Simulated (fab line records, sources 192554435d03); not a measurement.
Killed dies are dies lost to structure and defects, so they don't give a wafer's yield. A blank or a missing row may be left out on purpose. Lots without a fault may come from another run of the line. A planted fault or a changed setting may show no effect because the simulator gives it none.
Chamber matching | flow n5_finfet | N5_BEOL_M6_ETCH_72 on rie_diel-02: 4 sister chambers
The step etches underlayer in N2/H2, target depth 6.5 nm, time 5.2 s. 4 wafers are shown with their chamber, then 10 later ones without.

WAFERS WITH THEIR CHAMBER
wafer  | chamber | drypump_motor_current_A (A)
L078.6 | 2       | 5.8
L083.3 | 1       | 5.4
L090.1 | 0       | 6.4
L090.2 | 3       | 6.0

WAFERS WITHOUT THEIR CHAMBER
wafer  | drypump_motor_current_A (A)
L090.6 | 5.4
L092.1 | 5.4
L092.2 | 6.4
L092.6 | 6.4
L095.1 | 5.8
L095.2 | 5.4
L095.4 | 6.3
L096.2 | 5.4
L096.3 | 6.4
L096.5 | 5.8

WHICH CHAMBER EACH WENT THROUGH
wafer  | from the rows above | in truth
L090.6 | 1                   | 1
L092.1 | 1                   | 1
L092.2 | 0                   | 0
L092.6 | 0                   | 0
L095.1 | 2                   | 2
L095.2 | 1                   | 1
L095.4 | 0                   | 0
L096.2 | 1                   | 1
L096.3 | 0                   | 0
L096.5 | 2                   | 2
Placed correctly: 10 of 10. Can't be placed from these rows: 0. Placed wrongly: 0.
How it was worked out, from the rows above alone: a wafer's distance from a chamber is the root of the sum, over the readings, of the square of ((its reading less the chamber's mean) divided by the reading's scatter). The wafer belongs to the nearest chamber; if the next one is less than 2 further off, it can't be placed. A chamber's mean is the mean of its shown wafers. The scatter: with one shown wafer a chamber, the root of the mean of the squares of how far each hidden wafer lies from its nearest shown one.
